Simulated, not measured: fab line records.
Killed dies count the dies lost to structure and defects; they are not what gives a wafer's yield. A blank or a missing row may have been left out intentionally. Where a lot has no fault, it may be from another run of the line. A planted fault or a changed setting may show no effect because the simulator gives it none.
Check of tool commonality | flow nand_harc | 42 wafers sampled across 14 lots

== THE REASON FOR OPENING IT ==
On 2 of the 14 lots, a flag is raised at NHARC_P_M0_THK_MEAS_24 on the reading thk_nm. Fault-free wafers read 116.7 nm, with a standard deviation of 1.6.
Rule: a lot gets a flag if all its wafers with a number sit over 4 standard deviations from that mean, or if no wafer of it has a number. All remaining lots are regarded as sound.

lot  | measured     | on            | thk_nm (nm), wafer by wafer | flag
L937 | day 5 19:28  | film_metro-02 | 116.1 115.2 113.4           |
L939 | day 6 09:06  | film_metro-01 | 119.0 117.3 115.6           |
L940 | day 6 12:52  | film_metro-02 | 114.6 115.3 117.5           |
L942 | day 7 02:00  | film_metro-02 | 115.5 117.1 115.3           |
L941 | day 7 02:44  | film_metro-01 | 118.7 117.4 118.9           |
L943 | day 7 15:48  | film_metro-01 | 116.2 115.6 118.4           |
L951 | day 9 12:18  | film_metro-02 | 30.4 31.0 29.4              | FLAGGED
L948 | day 9 12:52  | film_metro-01 | 32.4 32.0 30.9              | FLAGGED
L955 | day 10 01:15 | film_metro-02 | 114.4 114.9 114.4           |
L954 | day 10 02:01 | film_metro-02 | 117.8 117.1 118.5           |
L956 | day 10 14:01 | film_metro-01 | 116.5 116.6 116.9           |
L957 | day 10 19:48 | film_metro-01 | 117.6 118.1 117.0           |
L958 | day 11 05:25 | film_metro-01 | 119.8 117.1 115.6           |
L960 | day 11 09:07 | film_metro-01 | 114.5 115.3 114.6           |
The numbers of the flagged lots are 31.0 nm on average: -85.7 nm against the usual, or -54 standard deviations.

== WHICH TOOL RAN EACH LOT ==
Before the reading, the record contains 3 process steps out of a 1159-step route. Each cell gives the tool, then ch followed by the chambers the sampled wafers passed through, then the start.
lot  | flag    | NHARC_P_CONTACT_CMP_24       | NHARC_P_M0_ECD_22              | NHARC_P_M0_CMP_23
L937 |         | cmp-03 ch 0,2,3, day 5 15:33 | ecd_cu-01 ch 0,1, day 5 18:25  | cmp-01 ch 0,2,3, day 5 19:08
L939 |         | cmp-04 ch 0,1, day 6 05:17   | ecd_cu-01 ch 0,1, day 6 08:04  | cmp-04 ch 1,2,3, day 6 08:49
L940 |         | cmp-02 ch 0,3, day 6 09:01   | ecd_cu-02 ch 0,1, day 6 11:49  | cmp-04 ch 0,1,3, day 6 12:35
L942 |         | cmp-02 ch 1,2,3, day 6 22:19 | ecd_cu-02 ch 0,1, day 7 00:57  | cmp-01 ch 0,1, day 7 01:43
L941 |         | cmp-04 ch 0,2,3, day 6 22:53 | ecd_cu-02 ch 0,1, day 7 01:45  | cmp-04 ch 0,2,3, day 7 02:25
L943 |         | cmp-03 ch 1,2,3, day 7 11:58 | ecd_cu-02 ch 1, day 7 14:42    | cmp-02 ch 0,1,2, day 7 15:31
L951 | FLAGGED | cmp-03 ch 2,3, day 9 08:26   | ecd_cu-01 ch 0,1, day 9 11:15  | cmp-01 ch 2,3, day 9 12:01
L948 | FLAGGED | cmp-02 ch 0,1,2, day 9 09:01 | ecd_cu-02 ch 0,1, day 9 11:48  | cmp-01 ch 0,1,3, day 9 12:33
L955 |         | cmp-02 ch 0,2,3, day 9 21:22 | ecd_cu-02 ch 0,1, day 10 00:10 | cmp-01 ch 0,1,3, day 10 00:56
L954 |         | cmp-03 ch 1,2, day 9 22:13   | ecd_cu-01 ch 1, day 10 00:59   | cmp-02 ch 0,1,2, day 10 01:46
L956 |         | cmp-02 ch 0,1, day 10 09:51  | ecd_cu-01 ch 0,1, day 10 12:37 | cmp-01 ch 0,1, day 10 13:44
L957 |         | cmp-02 ch 0,1, day 10 15:52  | ecd_cu-02 ch 0,1, day 10 18:47 | cmp-02 ch 0,1,2, day 10 19:32
L958 |         | cmp-02 ch 2,3, day 11 01:44  | ecd_cu-01 ch 0,1, day 11 04:23 | cmp-02 ch 0,1,3, day 11 05:07
L960 |         | cmp-03 ch 1,2, day 11 05:23  | ecd_cu-02 ch 0,1, day 11 08:04 | cmp-02 ch 1,2,3, day 11 08:49
What these steps do:
- NHARC_P_CONTACT_CMP_24: polishes, t overpolish 30 s, target thk 200 nm.
- NHARC_P_M0_ECD_22: material Cu, target thk 400 nm.
- NHARC_P_M0_CMP_23: polishes, t overpolish 20 s, target thk 117.53 nm.
- NHARC_P_M0_THK_MEAS_24: measures by xrf.

== FLAGGED OVER TOTAL, TOOL BY TOOL (the gauges that took the reading come last) ==
step                   | tool          | lots run | flagged | share of the flagged lots | sound lots run after its first flagged lot
NHARC_P_CONTACT_CMP_24 | cmp-02        | 7        | 1       | some                      | 4 (L955,L956,L957,L958)
NHARC_P_CONTACT_CMP_24 | cmp-03        | 5        | 1       | some                      | 2 (L954,L960)
NHARC_P_CONTACT_CMP_24 | cmp-04        | 2        | 0       | none                      | -
NHARC_P_M0_ECD_22      | ecd_cu-01     | 6        | 1       | some                      | 3 (L954,L956,L958)
NHARC_P_M0_ECD_22      | ecd_cu-02     | 8        | 1       | some                      | 3 (L955,L957,L960)
NHARC_P_M0_CMP_23      | cmp-01        | 6        | 2       | all                       | 2 (L955,L956)
NHARC_P_M0_CMP_23      | cmp-02        | 5        | 0       | none                      | -
NHARC_P_M0_CMP_23      | cmp-04        | 3        | 0       | none                      | -
NHARC_P_M0_THK_MEAS_24 | film_metro-01 | 8        | 1       | some                      | 4 (L956,L957,L958,L960)
NHARC_P_M0_THK_MEAS_24 | film_metro-02 | 6        | 1       | some                      | 2 (L955,L954)

== WHAT IS ALLOWED BY THE TABLE ==
In the table, 1 row covers all flagged lots: cmp-01 at NHARC_P_M0_CMP_23.
- cmp-01 at NHARC_P_M0_CMP_23: 2 of its 6 lots flagged. After the first flagged lot (L955, L956), sound lots still ran on it; a lasting fault on the whole tool would not permit that. Its own readings lie more than 4 standard deviations out on every wafer of the flagged lots: time_to_endpoint_s.
No row of the table ran every flagged lot and no sound lot after the first.

== WHAT THE SIMULATOR HAD INSERTED ==
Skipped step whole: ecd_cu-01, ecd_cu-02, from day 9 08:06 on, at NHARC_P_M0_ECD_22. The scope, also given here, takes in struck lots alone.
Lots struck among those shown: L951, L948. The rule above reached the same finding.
